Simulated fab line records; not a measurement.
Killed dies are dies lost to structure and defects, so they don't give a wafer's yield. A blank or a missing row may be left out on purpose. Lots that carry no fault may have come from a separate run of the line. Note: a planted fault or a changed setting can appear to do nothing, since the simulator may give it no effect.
3 desks, one fault | flow n5 finfet | every desk sees just its own numbers, and what lay behind them comes last

== THE DEFECT DESK ==
Inspection counts along the route, by lot: the mean over sampled wafers that carry a number. A lot is out of limits, marked OUT, if its mean lies more than 4 standard deviations from the usual mean; the brackets give that distance.
Columns: A = raw defect count at N5_WELL_APT_INSPECT_10, usual 2.1
lot  | first seen here | A
L794 | day 3 08:05     | 1.7
L795 | day 3 13:37     | 1.3
L800 | day 4 19:39     | 1.7
L804 | day 5 19:44     | 2.3
L808 | day 6 19:37     | 1.3
L810 | day 7 07:49     | 1.0
This desk found nothing out of limits on any of the 6 lots.

== FROM THE METROLOGY DESK ==
What the gauges read for every lot (on any tool): the sampled wafers with a number, averaged. A lot is out of limits, marked OUT, if its mean lies more than 4 standard deviations from the usual mean; the brackets give that distance.
Columns: A = NWELL_OVL at N5_WELL_APT_OVL_MEAS_09, usual -1 nm
lot  | first seen here | A
L794 | day 3 08:04     | 0
L795 | day 3 13:35     | -5
L800 | day 4 19:38     | 8
L804 | day 5 19:43     | -3
L808 | day 6 19:36     | -1
L810 | day 7 07:47     | -5
This desk found nothing out of limits on any of the 6 lots.

== TOOL OWNER'S DESK, litho track-03 ==
The tool's own readings at N5_WELL_APT_DEVELOP_24 (develop time 45 s): means of the sampled wafers that have a number, for each lot that ran on this tool. A lot is out of limits, marked OUT, if its mean lies more than 4 standard deviations from the usual mean; the brackets give that distance.
Columns: A = chill plate temp C at N5_WELL_APT_DEVELOP_24, usual 23.01 C; B = resist line temp C at N5_WELL_APT_DEVELOP_24, usual 23.04 C
lot  | first seen here | A     | B
L808 | day 6 21:08     | 23.02 | 23.05
This desk's finding: nothing out of limits on the one lot.

== ALL TOGETHER ==
Nothing the defect desk looked at was out of limits.
Metrology desk: nothing out of limits seen.
The tool owner's desk saw nothing out of limits.

== WHAT THE SIMULATOR PUT IN ==
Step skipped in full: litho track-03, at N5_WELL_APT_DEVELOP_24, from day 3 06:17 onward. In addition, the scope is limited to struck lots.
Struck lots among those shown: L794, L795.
